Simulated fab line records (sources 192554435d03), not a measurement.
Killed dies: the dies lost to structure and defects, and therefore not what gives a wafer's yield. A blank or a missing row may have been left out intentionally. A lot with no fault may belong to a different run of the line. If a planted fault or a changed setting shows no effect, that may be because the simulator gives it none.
A struck lot beside a sound one :: flow n5Finfet :: 16 out of 1938 route steps
Sound: these wafers, L971.2, L971.3, L971.5. Struck: wafer L967.3. (L967.2, L967.6 of the same lot were not struck and are left out.) The cause comes at the end.
At each step with rows: each side's tool, then ch and its chambers, then its first start. Under that, the readings that differ: sound wafers :: struck wafers :: difference of the means :: sigmas: that difference in standard deviations of wafers without a fault.
alike: same words and numbers on both sides, and readings whose means sit less than 2 such deviations apart. not compared: any withheld reading, any reading some wafer has no value for, any bound like >300 that may hide the same value, and any number with overlapping values for which the record gives no deviation.
The two part at a step that has a row with sigmas, a row that says differs or no value, or rows on one side only. Non-overlapping numbers with no deviation appear without sigmas and do not part them. Lack of a reading on every wafer of one side parts them only where that side has two or more wafers.

first, 1 step without rows for these wafers: N5_BEOL_M0_ANNEAL_135 (time 60 s).
N5_BEOL_M0_SPUTTER_141: material Cu, target thk 4 nm, time 7.37 s.
  sound on pvdSputter-01 at day 10 19:04; struck on pvdSputter-03 at day 9 22:26
  alike: susceptorTempC, throttleValvePct
then, 2 steps without rows for these wafers: N5_BEOL_M0_ECD_118 (material Cu, target thk 300 nm); N5_BEOL_M0_ANNEAL_119 (time 90 s).
N5_BEOL_M0_CMP_120: polishes, stops on SiOC, t overpolish 6.9 s.
  sound on cmp-02 ch 0,2, day 10 19:36; struck on cmp-02 ch 2, day 9 23:01
  alike: barrierFieldEndpointS, motorCurrentA, overpolishRunS, slurryFlowMlMin, timeToEndpointS
N5_BEOL_M0_PRE_CLEAN_131: time 15 s.
  sound on cvdCo-02 ch 0,2, day 10 19:53; struck on cvdCo-02 ch 2, day 9 23:16
  alike: heaterPowerW
  not compared: susceptorTempC
N5_BEOL_M0_CO_CAP_123: material Co, precursor CCTBA/H2, target thk 2 nm, time 102.1 s.
  sound on cvdCo-02 ch 0,2, day 10 19:56; struck on cvdCo-02 ch 2, day 9 23:19
  alike: heaterPowerW, susceptorTempC
then, 1 step without rows for these wafers: N5_BEOL_M0_PRE_CLEAN_124 (time 15 s).
N5_BEOL_M0_DEP_125: deposits SiCN from 3MS/NH3, target thk 8 nm, time 14 s.
  sound on pecvd-01 ch 0,1, day 10 20:03; struck on pecvd-03 ch 2, day 9 23:26
  alike: showerheadPlenumPTorr, throttleValvePct
N5_BEOL_M0_RS_MEAS_126: a four-point-probe measurement.
  sound on filmMetro-02 at day 10 20:07; struck on filmMetro-02 at day 9 23:30
  alike: M0_RS
N5_BEOL_M0_INSPECT_127: inspects for defects (darkfield).
  sound on defectInspect-01 at day 10 20:08; struck on defectInspect-02 at day 9 23:31
  alike: rawDefectCount
N5_BEOL_M1_ILD_DEP_00: deposits SiOC from DEMS/O2, target thk 79 nm, time 15.3 s.
  sound on pecvd-04 ch 0,1,2, day 10 20:11; struck on pecvd-03 ch 1, day 9 23:34
  alike: heaterPowerW, showerheadPlenumPTorr, susceptorTempC, throttleValvePct
N5_BEOL_M1_THK_MEAS_01:
  sound on filmMetro-02 at day 10 20:15; struck on filmMetro-02 at day 9 23:38
reading: M1_ILD_THK (nm)
sound: 79.9 78.5 80.6
struck: 67.8
difference: -11.9
sigmas: -10
then, 1 step without rows for these wafers: N5_BEOL_M1_PECVD_72 (deposits SiO2 from TEOS/O2, target thk 16 nm, time 18 s).
-- here the record skips 2 days between the struck wafers' starts before and after, leaving off in module BEOL_M1 and picking up in module BEOL_M4 (first step shown: number 1111 of the route) --
N5_BEOL_M4_RC_MEAS_101:
  sound on prober-01 ch 0, day 13 00:48; struck on prober-02 ch 0, day 11 23:48
  alike: DIBL_N, DIBL_P, IOFF_N, IOFF_P, ION_N, ION_P, SS_N, SS_P, VT_N, VT_P
-- a jump in the record: the struck wafers' starts before and after are 5 days apart (it breaks off in module BEOL_M4 and resumes in module PASSIVATION, where the first step shown is number 1936 of the route) --
N5_PASSIVATION_PROBE_49:
  the record has rows for the struck wafers here (prober-01, day 16 14:38) and none for the sound ones

WHERE THEY PART
Earliest at N5_BEOL_M1_THK_MEAS_01; latest, in this record, at N5_PASSIVATION_PROBE_49.

WHY: what had been put in by the simulator
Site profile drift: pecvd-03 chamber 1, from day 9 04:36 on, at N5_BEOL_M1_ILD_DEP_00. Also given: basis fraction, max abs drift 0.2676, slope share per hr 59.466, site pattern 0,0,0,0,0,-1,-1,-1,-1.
